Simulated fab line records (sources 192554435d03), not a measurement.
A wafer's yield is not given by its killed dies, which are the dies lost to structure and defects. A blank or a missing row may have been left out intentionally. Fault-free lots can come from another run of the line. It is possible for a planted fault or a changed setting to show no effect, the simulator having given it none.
Split-lot study | flow n5-finfet | on a route of 1938 steps: 7 lots, 33 wafers read

## THE SPLIT
At N5_BEOL_M15_TRENCH_ETCH_34 (etches SiO2 in C4F8/O2/Ar, target depth 872.93 nm, time 199 s), the setting target-depth-a was moved away from the recipe's 8729.3 angstrom on 10 of the 33 wafers read, by -35.7% to +24.6%. All remaining wafers had this setting at the recipe value.

## FROM THE SPLIT TO THE READING: what the file shows between them, 7 steps
- N5_BEOL_M15_STRIP_36: strips in O2
- N5_BEOL_M15_ECD_47: material Cu, target thk 1860 nm
- N5_BEOL_M15_ANNEAL_48: time 90 s
- N5_BEOL_M15_CMP_49: polishes, stops on SiO2, t overpolish 4.9 s, target thk 850 nm
- N5_BEOL_M15_THK_MEAS_50: measures by xrf
- N5_BEOL_M15_PRE_CLEAN_52: time 15 s
- N5_BEOL_M15_DEP_53: deposits SiCN from 3MS/NH3, target thk 50 nm, time 17.8 s

## THE READING
M15_RS, in ohm/sq, at N5_BEOL_M15_RS_MEAS_54 (measures by four-point-probe). On this fab line, fault-free wafers typically give 0.0216 ohm/sq with a standard deviation of 0.00034 ohm/sq.

wafer  | tool, chamber at the split | target-depth-a as run, angstrom | against the recipe | M15_RS, ohm/sq | against lot-mates on the recipe
L075.1 | rie-diel-03, 3             | 8729.3                          | recipe             | 0.0212         | -
L075.2 | rie-diel-03, 0             | 10040                           | +15.0%             | 0.0185         | -0.0028
L075.3 | rie-diel-03, 2             | 10040                           | +15.0%             | 0.0184         | -0.0029
L075.4 | rie-diel-03, 1             | 10040                           | +15.0%             | 0.0188         | -0.0025
L075.5 | rie-diel-03, 3             | 8729.3                          | recipe             | 0.0212         | -
L075.6 | rie-diel-03, 0             | 8729.3                          | recipe             | 0.0216         | -
L076.2 | rie-diel-05, 0             | 8729.3                          | recipe             | 0.0219         | -
L076.4 | rie-diel-05, 3             | 8729.3                          | recipe             | 0.0218         | -
L076.6 | rie-diel-05, 2             | 8729.3                          | recipe             | 0.0217         | -
L087.1 | rie-diel-04, 0             | 8729.3                          | recipe             | 0.0218         | -
L087.2 | rie-diel-04, 2             | 8729.3                          | recipe             | 0.0213         | -
L087.3 | rie-diel-04, 1             | 8729.3                          | recipe             | 0.0216         | -
L087.4 | rie-diel-04, 3             | 8729.3                          | recipe             | 0.0222         | -
L087.5 | rie-diel-04, 1             | 8729.3                          | recipe             | 0.0217         | -
L087.6 | rie-diel-04, 0             | 8729.3                          | recipe             | 0.0219         | -
L083.1 | rie-diel-03, 0             | 8729.3                          | recipe             | 0.0213         | -
L083.2 | rie-diel-03, 3             | 8729.3                          | recipe             | 0.0210         | -
L083.3 | rie-diel-03, 2             | 8729.3                          | recipe             | 0.0213         | -
L083.4 | rie-diel-03, 0             | 8729.3                          | recipe             | 0.0214         | -
L083.5 | rie-diel-03, 3             | 8729.3                          | recipe             | 0.0210         | -
L083.6 | rie-diel-03, 2             | 8729.3                          | recipe             | 0.0212         | -
L086.1 | rie-diel-04, 0             | 8729.3                          | recipe             | 0.0219         | -
L086.2 | rie-diel-04, 1             | 5613                            | -35.7%             | 0.0342         | +0.0120
L086.3 | rie-diel-04, 3             | 8729.3                          | recipe             | 0.0223         | -
L086.4 | rie-diel-04, 2             | 5613                            | -35.7%             | 0.0341         | +0.0119
L086.5 | rie-diel-04, 2             | 5613                            | -35.7%             | 0.0342         | +0.0120
L086.6 | rie-diel-04, 3             | 8729.3                          | recipe             | 0.0223         | -
L088.1 | rie-diel-05, 3             | 8729.3                          | recipe             | 0.0220         | -
L088.4 | rie-diel-05, 1             | 10880                           | +24.6%             | 0.0174         | -0.0046
L088.6 | rie-diel-05, 2             | 10880                           | +24.6%             | 0.0172         | -0.0048
L097.1 | rie-diel-03, 2             | 10760                           | +23.3%             | 0.0173         | -0.0042
L097.5 | rie-diel-03, 2             | 8729.3                          | recipe             | 0.0215         | -
L097.6 | rie-diel-03, 0             | 10760                           | +23.3%             | 0.0173         | -0.0042

FIT RESULTS
A straight line over all 33 wafers: M15_RS changes by -0.000282 ohm/sq for each +1% of target-depth-a; r = -0.97; the points scatter about the line by 0.0011 ohm/sq.
The same after taking each lot's own level away (the mean of its wafers on the recipe; 33 wafers): -0.000273 ohm/sq for each +1%; r = -0.97; scatter 0.00095 ohm/sq.
According to that fit, moving target-depth-a by its largest amount changes the reading by 0.0098 ohm/sq.
Measured against the standard deviation above, the lots' own levels, which go from 0.02120 to 0.02217 ohm/sq, span 2.8 times it.
Consequently the slope shifts little with the lot-to-lot level, the two slopes agreeing.
Check: +0.00982 ohm/sq against its lot-mates is what the line predicts for one of the wafers moved furthest among these (-35.7%) when that wafer is left out of the fit. Against them it came out at +0.012 ohm/sq.

## FURTHER SPLITS ON THESE WAFERS
These wafers also went through other splits before the reading. Each is held against what the fit with the lots' levels taken away leaves over:
other split on the same wafers      | wafers away from the commonest value | r with M15_RS (lot level and that fit taken away)
N5_BEOL_M15_ILD_DEP_00 target-thk-a | 8                                    | +0.55

## THE WHOLE CHAIN: every reading that the file lists as answering this split, in the file's order
step                       | what it does                                                   | reading                                                                          | change (the file's fit)               | r (the file's)
N5_BEOL_M15_TRENCH_ETCH_34 | etches SiO2 in C4F8/O2/Ar, target depth 872.93 nm, time 199 s  | etch.depth-nm (the simulator's own value, which no gauge read)                   | +8.28 nm for each +1% of the setting  | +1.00
N5_BEOL_M15_TRENCH_ETCH_34 | etches SiO2 in C4F8/O2/Ar, target depth 872.93 nm, time 199 s  | coat_of_BEOL_M15_COAT_22.thk-nm (the simulator's own value, which no gauge read) | -1.64 nm for each +1% of the setting  | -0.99
N5_BEOL_M15_CMP_49         | polishes, stops on SiO2, t overpolish 4.9 s, target thk 850 nm | Cu_of_BEOL_M15_ECD_47.thk-nm (the simulator's own value, which no gauge read)    | +8.27 nm for each +1% of the setting  | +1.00
N5_BEOL_M15_THK_MEAS_50    | measures by xrf                                                | M15_THK                                                                          | +8.16 for each +1% of the setting     | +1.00
N5_BEOL_M15_RS_MEAS_54     | measures by four-point-probe                                   | M15_RS                                                                           | -0.000281 for each +1% of the setting | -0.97

## THE FILE'S OWN FIT
M15_RS changes by -0.000281 ohm/sq for each +1% of target-depth-a, r = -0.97.
